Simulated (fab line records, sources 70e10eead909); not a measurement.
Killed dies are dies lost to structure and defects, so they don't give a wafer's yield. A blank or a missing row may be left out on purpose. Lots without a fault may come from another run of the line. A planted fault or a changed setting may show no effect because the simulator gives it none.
fab line records | flow nand_harc
record lots=6 wafers=18 last_day=33
route steps=1302 shown THIN_TSV@1287 END@1302
lots that met no fault: from a run of the same line without faults
start_h: hours from the record's first day to the start of the lot's first wafer shown | wait_h: hours since the lot's step before | " the same as in the row above | L1.1+2: a row that stands for several wafers | - no value, or no start given | * or withheld: withheld | < > ~ a bound
route shown NAME@n: a module of which the file shows steps, and the number in the route of the first | usual: mean/standard deviation of fault-free wafers | same: alike in all rows | chamber/n: place in a boat | sites: the reading at each site | _std_site: their standard deviation | _edge_site: outer sites' mean less inner sites' | radius_mm: how far each site lies from the wafer's centre | mask NAME#n: copy n | behind: the tool/chamber that last shaped the wafer | hold: why the lot was held/for how many hours/how that ended | device: the transistor (n, p or np) that didn't switch | end of line: the same wafers' tests at the end of the route | a step without rows: its recipe alone | killed: dies lost to structure and defects at the first sort, not the wafer's yield | map: a wafer's dies, x killed, . not, _ none there
set.NAME: the setting as run; set.NAME@STEP: as run at that earlier step | model.NAME: the simulator's own value behind a step, which no gauge read
lots at some steps of the route; a table a step, a row a wafer
services: from which hour (start_h, from the record's first day; less than 0 if before it) a tool's chamber was out of use, for how many hours, and why
## steps
# step NHARC_THIN_TSV_EBR_29
# step NHARC_THIN_TSV_EXPOSE_30
# recipe na=0.55 dose_mj=11.47 mask_id=PAD
# step NHARC_THIN_TSV_PEB_31
# recipe peb_temp_c=118 peb_time_s=85
# step NHARC_THIN_TSV_DEVELOP_32
# recipe time_s=70
# step NHARC_THIN_TSV_CD_MEAS_33
# recipe target_cd_nm=5000 landing_energy_ev=500
# usual cd_nm=5000.1/1.4
# same landing_energy_ev=500
# columns lot.wafer tool chamber start_h wait_h cd_nm
L455.1 cd_sem-01 0 616.78 - 5000.8
L455.2 " 0 " " 4999.4
L455.5 " 0 " " 4999.0
L460.2 cd_sem-01 0 637.28 - 5001.9
L460.3 " 0 " " 4998.7
L460.6 " 0 " " 5000.3
L461.1 cd_sem-02 0 660.58 - 5000.5
L461.4 " 0 " " 4999.1
L461.6 " 0 " " 4999.5
L467.2 cd_sem-01 0 701.89 - 4999.8
L467.4 " 0 " " 4999.5
L467.6 " 0 " " 5000.4
L470.2 cd_sem-01 0 753.76 - 4997.8
L470.3 " 0 " " 4996.7
L470.6 " 0 " " 4998.6
L471.2 cd_sem-03 0 762.81 - 4998.3
L471.3 " 0 " " 5000.6
L471.5 " 0 " " 4999.9
# step NHARC_THIN_TSV_HARDBAKE_34
# recipe temp_c=125 time_s=80
# step NHARC_THIN_TSV_DESCUM_35
# recipe time_s=3 o2_flow_sccm=200 ar_flow_sccm=0 bias_power_w=0 chemistry=O2
# usual drypump_motor_current_A=5.9/0.48 oes_product_au=1.001/0.0073 rf_vpp_V=57.9/0.95 showerhead_plenum_p_Torr=1.94/0.081 throttle_valve_pct=11.311/0.0092
# columns lot.wafer tool chamber start_h wait_h drypump_motor_current_A oes_product_au rf_hours_counter_h rf_vpp_V showerhead_plenum_p_Torr throttle_valve_pct
L455.2 rie_diel-06 0 616.95 - 5.8 1.014 7.5 58.3 1.96 11.305
L455.1 " 1 " " 6.4 0.999 5.0 57.3 1.97 11.311
L455.5 " 1 " " 6.4 0.996 - 59.2 1.97 11.310
L460.2 rie_diel-08 0 637.44 - 5.7 1.010 5.0 57.3 1.89 11.297
L460.3 " 2 " " 5.8 1.002 3.9 57.2 1.80 11.297
L460.6 " 0 " " 5.7 1.002 - 58.5 1.89 11.307
L461.1 rie_diel-07 2 660.75 - 5.7 0.991 0.6 58.3 1.96 11.319
L461.4 " 0 " " 6.4 1.008 1.0 58.5 2.00 11.315
L461.6 " 1 " " 6.5 1.006 - 59.3 2.02 11.304
L467.4 rie_diel-06 2 702.06 - 5.5 1.005 0.8 59.6 1.99 11.317
L467.2 " 0 " " 5.9 1.013 1.2 59.1 1.96 11.318
L467.6 " 1 " " 6.4 1.007 - 58.7 1.97 11.315
L470.2 rie_diel-06 1 753.94 - 6.4 0.994 4.5 57.8 1.97 11.323
L470.3 " 2 " " 5.5 0.997 - 57.3 1.99 11.309
L470.6 " 1 " " 6.4 1.004 - 57.6 1.97 11.312
L471.3 rie_diel-07 0 762.97 - 6.4 0.996 6.5 58.7 2.00 11.306
L471.2 " 1 " " 6.5 1.000 6.5 58.0 2.02 11.305
L471.5 " 0 " " 6.4 1.012 - 58.1 2.00 11.308
# step NHARC_THIN_TSV_ETCH_59
# recipe target_depth_a=8800 icp_w=900 bias_w=100 Cl2_flow_sccm=60 bcl3_flow_sccm=30 time_s=138.1 chemistry=Cl2/BCl3
# usual drypump_motor_current_A=5.7/0.43 oes_product_au=1.001/0.0054 throttle_valve_pct=22.264/0.0089
# columns lot.wafer tool chamber start_h wait_h drypump_motor_current_A oes_product_au rf_hours_counter_h throttle_valve_pct
L455.2 rie_metal-03 0 617.08 0.1 6.2 1.005 1.2 22.245
L455.1 " 1 " " 5.9 0.990 1.2 22.268
L455.5 " 0 " " 6.2 1.000 - 22.267
L460.2 rie_metal-03 0 637.60 0.2 6.2 0.995 1.5 22.270
L460.3 " 0 " " 6.2 0.994 - 22.261
L460.6 " 0 " " 6.2 0.992 - 22.276
L461.1 rie_metal-03 1 660.87 0.1 5.9 0.996 1.7 22.256
L461.4 " 0 " " 6.2 1.005 - 22.265
L461.6 " 1 " " 5.9 1.003 - 22.264
L467.2 rie_metal-01 0 702.18 0.1 5.5 1.002 2.6 22.253
L467.4 " 1 " " 5.0 0.998 - 22.261
L467.6 " 1 " " 5.0 0.992 - 22.265
L470.2 rie_metal-03 1 754.15 0.2 6.0 1.000 0.6 22.269
L470.3 " 0 " " 6.2 0.993 - 22.255
L470.6 " 0 " " 6.2 0.992 - 22.257
L471.2 rie_metal-03 0 763.14 0.1 6.2 1.002 1.0 22.268
L471.3 " 1 " " 5.9 1.000 - 22.272
L471.5 " 1 " " 5.9 1.001 - 22.269
# step NHARC_THIN_TSV_ETCH_36
# recipe target_depth_a=650 over_etch_frac=0.3 time_s=18.571 ion_energy_ev=150 chemistry=Cl2/BCl3
# usual drypump_motor_current_A=5.7/0.43 oes_product_au=1.000/0.0074
# columns lot.wafer tool chamber start_h wait_h drypump_motor_current_A oes_product_au rf_hours_counter_h
L455.2 rie_metal-03 1 617.34 0.2 5.9 0.986 1.4
L455.1 " 0 " " 6.2 0.987 1.4
L455.5 " 0 " " 6.2 0.992 -
L460.2 rie_metal-03 1 637.83 0.2 5.9 0.996 1.6
L460.3 " 0 " " 6.2 0.994 -
L460.6 " 0 " " 6.2 0.988 -
L461.1 rie_metal-03 0 661.12 0.2 6.2 0.997 1.8
L461.4 " 1 " " 5.9 0.999 -
L461.6 " 0 " " 6.2 0.996 -
L467.2 rie_metal-01 1 702.44 0.2 5.0 0.994 2.8
L467.4 " 0 " " 5.5 1.001 -
L467.6 " 1 " " 5.0 0.994 -
L470.2 rie_metal-03 1 754.38 0.2 5.9 0.993 0.8
L470.3 " 0 " " 6.2 0.996 -
L470.6 " 1 " " 5.9 0.995 -
L471.2 rie_metal-03 0 763.37 0.2 6.2 0.998 1.1
L471.3 " 1 " " 6.0 1.004 -
L471.5 " 0 " " 6.2 1.003 -
# step NHARC_THIN_TSV_STRIP_56
# recipe power_w=1500 temp_c=250 chemistry=O2
# usual drypump_motor_current_A=5.6/0.68 heater_power_w=334/28
# columns lot.wafer tool chamber start_h wait_h drypump_motor_current_A heater_power_w rf_hours_counter_h
L455.1 plasma_asher-01 1 617.45 0.1 6.6 346 21
L455.2 " 0 " " 5.4 307 21
L455.5 " 0 " " 5.4 302 -
L460.2 plasma_asher-02 1 637.97 0.1 5.0 390 6
L460.3 " 1 " " 5.0 379 -
L460.6 " 1 " " 5.0 395 -
L461.1 plasma_asher-01 1 661.26 0.1 6.6 344 29
L461.4 " 0 " " 5.4 303 -
L461.6 " 0 " " 5.4 307 -
L467.2 plasma_asher-02 0 703.72 1.3 5.0 326 22
L467.4 " 1 " " 5.0 377 -
L467.6 " 0 " " 4.9 325 -
L470.2 plasma_asher-02 0 754.52 0.1 4.9 325 32
L470.3 " 1 " " 5.0 374 -
L470.6 " 0 " " 5.0 320 -
L471.2 plasma_asher-01 1 763.51 0.1 6.6 336 11
L471.3 " 1 " " 6.6 328 -
L471.5 " 0 " " 5.4 324 -
# step NHARC_THIN_TSV_STRIP_57
# recipe time_s=1200 temp_c=72.5 chemistry=post_etch_residue_remover
# step NHARC_THIN_TSV_CD_MEAS_37
# usual cd_nm=4999.8/2.2
# columns lot.wafer tool chamber start_h wait_h cd_nm
L455.1 cd_sem-03 - 618.24 - 5001.0
L455.2 " - " " 4995.2
L455.5 " - " " 4999.1
L460.2 cd_sem-01 - 638.71 - 4999.6
L460.3 " - " " 4999.3
L460.6 " - " " 4998.1
L461.1 cd_sem-02 - 662.07 - 4997.6
L461.4 " - " " 4997.2
L461.6 " - " " 4997.7
L467.2 cd_sem-01 - 704.52 - 4997.9
L467.4 " - " " 4997.5
L467.6 " - " " 4998.7
L470.2 cd_sem-02 - 755.28 - 4997.7
L470.3 " - " " 4996.6
L470.6 " - " " 4999.0
L471.2 cd_sem-01 - 764.27 - 4995.5
L471.3 " - " " 4998.2
L471.5 " - " " 4999.0
# step NHARC_THIN_TSV_ANNEAL_58
# recipe temp_c=400 time_s=1800
# usual spike_tc_bottom_C=424.3/1.7 spike_tc_centre_C=399.8/1.4 spike_tc_lower_C=398.8/1.3 spike_tc_top_C=427.8/1.2 spike_tc_upper_C=399.7/2.2 zone_power_top_pct=10.45/0.14
# columns lot.wafer tool chamber start_h wait_h spike_tc_bottom_C spike_tc_centre_C spike_tc_lower_C spike_tc_top_C spike_tc_upper_C zone_power_top_pct
L455.1 furnace-05 0 620.03 1.8 421.8 398.5 396.6 429.4 402.3 10.39
L455.2 " 0 " " 423.4 400.2 396.1 428.4 402.1 10.39
L455.5 " 0 " " 422.2 398.1 397.3 428.6 402.7 10.49
L460.2 furnace-02 0 640.84 2.1 426.5 401.0 399.7 427.8 397.5 10.48
L460.3 " 0 " " 424.6 400.1 401.5 428.6 397.9 10.42
L460.6 " 0 " " 424.6 399.9 397.9 427.5 397.1 10.56
L461.1 furnace-05 0 665.68 3.6 447.6 426.7 425.2 453.4 428.2 11.53
L461.4 " 0 " " 447.1 425.9 424.7 454.3 428.6 11.37
L461.6 " 0 " " 449.9 425.2 425.1 456.2 427.8 11.24
L467.2 furnace-05 0 707.59 3.1 449.0 425.4 423.6 453.2 430.7 11.52
L467.4 " 0 " " 450.4 427.2 425.8 455.1 427.8 11.49
L467.6 " 0 " " 449.1 427.4 425.9 453.8 427.9 11.50
L470.2 furnace-01 0 758.30 3.0 426.0 399.4 400.4 424.3 401.0 10.34
L470.3 " 0 " " 427.0 400.2 399.6 426.2 397.6 10.20
L470.6 " 0 " " 425.3 402.4 400.6 426.1 398.8 10.37
L471.2 furnace-05 0 766.21 1.9 421.9 399.0 399.6 426.6 401.4 10.24
L471.3 " 0 " " 422.1 399.2 399.2 427.9 402.9 10.36
L471.5 " 0 " " 423.6 399.9 398.0 429.8 401.8 10.56
# step NHARC_THIN_TSV_INSPECT_40
# usual raw_defect_count=564/72
# columns lot.wafer tool chamber start_h wait_h raw_defect_count
L455.1 defect_inspect-02 - 621.47 0.4 568
L455.2 " - " " 569
L455.5 " - " " 578
L460.2 defect_inspect-01 - 642.29 0.4 450
L460.3 " - " " 492
L460.6 " - " " 486
L461.1 defect_inspect-01 - 667.14 0.4 624
L461.4 " - " " 536
L461.6 " - " " 535
L467.2 defect_inspect-01 - 709.05 0.4 565
L467.4 " - " " 595
L467.6 " - " " 579
L470.2 defect_inspect-01 - 759.75 0.4 595
L470.3 " - " " 771
L470.6 " - " " 585
L471.2 defect_inspect-01 - 767.64 0.4 554
L471.3 " - " " 584
L471.5 " - " " 527
# step NHARC_END_SORT_01
# recipe temp_c=25
# usual defect_limited_yield=91.4/2.9 killed_at_array=54/20 killed_at_other=0.9/1.1 killed_at_periphery=3.8/2.4 killed_dies=58/20 killed_open=3.5/1.9 killed_short=2.5/1.6 sort_bin_2_pct=3.1/1.2 sort_bin_3_pct=0.6/0.39 sort_bin_4_pct=4.9/1.7 sort_n_pass=619/20 sort_rim_yield_pct=91/4.3 sort_yield_pct=91.4/2.9
# same gross_dies=677 sort_bin_5_pct[%]=0 sort_bin_6_pct[%]=0 sort_bin_7_pct[%]=0 sort_bin_8_pct[%]=0 sort_rim_n_gross=106.00
# columns lot.wafer tool chamber start_h wait_h defect_limited_yield[%] killed_at_array killed_at_other killed_at_periphery killed_dies killed_open killed_short sort_bin_2_pct[%] sort_bin_3_pct[%] sort_bin_4_pct[%] sort_n_pass sort_rim_yield_pct[%] sort_yield_pct[%]
L455.1 prober-02 0 625.06 2.5 87.4 84 0 1 85 2 2 5.5 0.4 6.6 592 86 87.4
L455.2 prober-02 0 625.87 2.8 85.4 96 1 2 99 2 3 5.2 1.5 8.0 578 91 85.4
L455.5 prober-02 0 628.30 3.7 85.5 95 3 0 98 1 2 5.0 1.5 8.0 579 98 85.5
L460.2 prober-01 0 646.12 2.8 93.4 40 0 5 45 1 1 3.2 0.7 2.7 632 90 93.4
L460.3 prober-01 0 646.92 3.1 90.1 63 2 2 67 4 2 4.1 0.6 5.2 610 89 90.1
L460.6 prober-01 0 649.30 4.0 90.3 62 1 3 66 2 4 2.5 0.9 6.4 611 92 90.3
L461.1 prober-01 0 670.20 2.5 93.8 39 1 2 42 3 1 2.5 0.3 3.4 635 92 93.8
L461.4 prober-01 0 672.60 3.4 91.0 58 0 3 61 3 0 3.0 0.3 5.8 616 89 91.0
L461.6 prober-01 0 674.19 4.0 90.4 58 1 6 65 6 3 3.8 1.3 4.4 612 96 90.4
L467.2 prober-02 0 712.92 2.8 95.0 28 1 5 34 3 4 2.1 0.3 2.7 643 89 95.0
L467.4 prober-02 0 714.51 3.4 90.1 63 0 4 67 2 4 3.1 0.3 6.5 610 96 90.1
L467.6 prober-02 0 716.11 4.0 91.3 52 0 7 59 5 1 3.5 0.9 4.3 618 92 91.3
L470.2 prober-02 0 765.81 2.8 92.0 45 3 6 54 3 1 2.8 0.6 4.6 623 89 92.0
L470.3 prober-02 0 766.63 3.1 91.1 57 0 3 60 3 4 3.8 0.7 4.3 617 88 91.1
L470.6 prober-02 0 769.09 4.1 89.4 69 0 3 72 3 4 4.4 0.7 5.5 605 92 89.4
# killed by level:class
L455.1 A_CHANNEL_HOLE_D2:chamber_film_flake=30 A_CHANNEL_HOLE_D1:chamber_film_flake=22 A_SLIT:chamber_film_flake=12 A_STAIRCASE:chamber_film_flake=9 A_DECK1_JOINT:chamber_film_flake=4 A_CHANNEL_FILL_D2:chamber_film_flake=3 P_M1:geometric_particle:open=1 A_ONON_D1:geometric_particle:short=1
L455.2 A_SLIT:chamber_film_flake=29 A_CHANNEL_HOLE_D2:chamber_film_flake=26 A_CHANNEL_HOLE_D1:chamber_film_flake=24 A_ZERO_WELL:chamber_film_flake=3 A_STAIRCASE:chamber_film_flake=3 P_ZERO_WELL:chamber_film_flake=2 A_CHANNEL_FILL_D2:chamber_film_flake=2 A_CONTACT:chamber_film_flake=2
L455.5 A_SLIT:chamber_film_flake=29 A_CHANNEL_HOLE_D1:chamber_film_flake=23 A_CHANNEL_HOLE_D2:chamber_film_flake=23 A_STAIRCASE:chamber_film_flake=12 A_ZERO_WELL:chamber_film_flake=3 THIN_TSV:chamber_film_flake=3 A_CHANNEL_FILL_D2:geometric_particle:short=1 A_WL_FILL:geometric_particle:short=1
L460.2 A_CHANNEL_HOLE_D1:chamber_film_flake=26 P_M1:chamber_film_flake=4 A_CHANNEL_HOLE_D2:chamber_film_flake=4 A_CONTACT:chamber_film_flake=4 A_DECK1_JOINT:chamber_film_flake=2 A_CHANNEL_FILL_D2:geometric_particle:open=1 A_M0:geometric_particle:short=1 P_CONTACT:chamber_film_flake=1
L460.3 A_CHANNEL_HOLE_D1:chamber_film_flake=30 A_CHANNEL_HOLE_D2:chamber_film_flake=20 A_CONTACT:chamber_film_flake=4 A_BLC:geometric_particle:open=2 A_STAIRCASE:chamber_film_flake=2 HYBRID_BOND:chamber_film_flake=2 P_M0:geometric_particle:open=1 A_CHANNEL_FILL_D2:geometric_particle:open=1
L460.6 A_CHANNEL_HOLE_D1:chamber_film_flake=38 A_CHANNEL_HOLE_D2:chamber_film_flake=10 A_CONTACT:chamber_film_flake=5 P_M1:chamber_film_flake=2 A_SLIT:chamber_film_flake=2 A_WL_FILL:chamber_film_flake=2 P_GATE:geometric_particle:short=1 A_CHANNEL_HOLE_D1:geometric_particle:short=1
L461.1 A_CHANNEL_HOLE_D2:chamber_film_flake=17 A_SLIT:chamber_film_flake=11 A_ZERO_WELL:chamber_film_flake=3 P_STI:chamber_film_flake=2 A_STAIRCASE:chamber_film_flake=2 A_CONTACT:chamber_film_flake=2 A_STAIRCASE:geometric_particle:open=1 A_BLC:geometric_particle:open=1
L461.4 A_SLIT:chamber_film_flake=34 A_CHANNEL_HOLE_D2:chamber_film_flake=8 A_CONTACT:chamber_film_flake=8 P_STI:chamber_film_flake=2 A_CHANNEL_HOLE_D1:chamber_film_flake=2 P_CONTACT:geometric_particle:open=1 A_CONTACT:geometric_particle:open=1 A_M1:geometric_particle:open=1
L461.6 A_SLIT:chamber_film_flake=31 A_CHANNEL_HOLE_D2:chamber_film_flake=7 A_CONTACT:chamber_film_flake=7 A_BLC:chamber_film_flake=3 P_M0:geometric_particle:open=2 A_BLC:geometric_particle:open=2 P_STI:chamber_film_flake=2 A_STAIRCASE:chamber_film_flake=2
L467.2 A_SLIT:chamber_film_flake=9 A_CONTACT:chamber_film_flake=8 A_CHANNEL_HOLE_D1:chamber_film_flake=4 P_CONTACT:geometric_particle:open=1 P_CONTACT:geometric_particle:short=1 P_M0:geometric_particle:open=1 P_M0:geometric_particle:short=1 A_CHANNEL_FILL_D2:geometric_particle:short=1
L467.4 A_SLIT:chamber_film_flake=30 A_CHANNEL_HOLE_D1:chamber_film_flake=12 A_CONTACT:chamber_film_flake=9 P_M2:chamber_film_flake=3 A_ZERO_WELL:chamber_film_flake=3 A_STAIRCASE:chamber_film_flake=2 P_CONTACT:geometric_particle:short=1 A_SOURCE_PLATE:geometric_particle:open=1
L467.6 A_SLIT:chamber_film_flake=31 A_CHANNEL_HOLE_D1:chamber_film_flake=7 A_CONTACT:chamber_film_flake=3 A_ONON_D2:geometric_particle:open=3 P_CONTACT:chamber_film_flake=2 P_M2:chamber_film_flake=2 A_STAIRCASE:chamber_film_flake=2 A_M0:chamber_film_flake=2
L470.2 A_SLIT:chamber_film_flake=29 A_CHANNEL_HOLE_D1:chamber_film_flake=8 P_M2:chamber_film_flake=3 P_GATE:chamber_film_flake=2 A_DECK1_JOINT:chamber_film_flake=2 A_CHANNEL_FILL_D2:geometric_particle:open=1 A_WL_FILL:geometric_particle:short=1 A_M0:geometric_particle:open=1
L470.3 A_SLIT:chamber_film_flake=31 A_CONTACT:chamber_film_flake=10 A_CHANNEL_HOLE_D1:chamber_film_flake=4 A_CHANNEL_FILL_D1:geometric_particle:open=2 A_WL_FILL:geometric_particle:short=2 P_M2:chamber_film_flake=2 A_CHANNEL_FILL_D1:geometric_particle:short=1 A_DECK1_JOINT:geometric_particle:open=1
L470.6 A_SLIT:chamber_film_flake=41 A_CHANNEL_HOLE_D1:chamber_film_flake=8 A_CONTACT:chamber_film_flake=6 P_M2:chamber_film_flake=3 A_STAIRCASE:chamber_film_flake=3 A_WL_FILL:geometric_particle:short=2 A_DECK1_JOINT:chamber_film_flake=2 A_SOURCE_PLATE:geometric_particle:open=1
## services
# columns tool chamber start_h hours kind
plasma_asher-02 - 603.07 9.0 pm
plasma_asher-02 0 603.07 9.0 vent_cycle
plasma_asher-02 1 603.07 9.0 vent_cycle
plasma_asher-01 - 610.14 1.6 repair
plasma_asher-02 0 612.07 - clean
plasma_asher-02 1 612.07 - clean
rie_diel-06 0 615.70 - clean
rie_diel-07 - 648.20 9.0 pm
rie_diel-06 - 661.20 9.0 pm
rie_diel-07 3 673.63 12.0 repair
rie_diel-08 - 683.93 0.5 repair
rie_metal-03 - 696.00 9.0 pm
rie_metal-03 0 696.00 9.0 vent_cycle
rie_metal-03 1 696.00 9.0 vent_cycle
plasma_asher-01 - 697.11 9.0 pm
rie_metal-03 0 705.00 - clean
rie_metal-03 1 705.00 - clean
plasma_asher-01 - 717.72 0.4 repair
rie_diel-08 - 721.83 9.0 pm
furnace-05 - 730.40 9.2 repair
rie_diel-06 3 734.73 21.2 repair
rie_diel-06 0 746.49 8.7 repair
rie_metal-01 0 749.69 2.5 repair
rie_metal-01 - 752.00 9.0 pm
## key
first_sign step=NHARC_THIN_TSV_ANNEAL_58 reading=spike_tc_top_C direction=up sigmas=22 usual=427.8 struck=454.3
effect step=NHARC_THIN_TSV_ANNEAL_58 reading=spike_tc_lower_C direction=up sigmas=19 usual=398.8 struck=425.1
met_at NHARC_THIN_TSV_ANNEAL_58
struck_wafers L461.1,L461.4,L461.6,L467.2,L467.4,L467.6
onset_between 620.03 665.68
fault kind=process_parameter_drift tool=furnace-05 chamber=- onset_h=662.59 steps=NHARC_THIN_TSV_ANNEAL_58 channel=temp_c offset=* shape=step end_h=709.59 acts_in=* stated=*
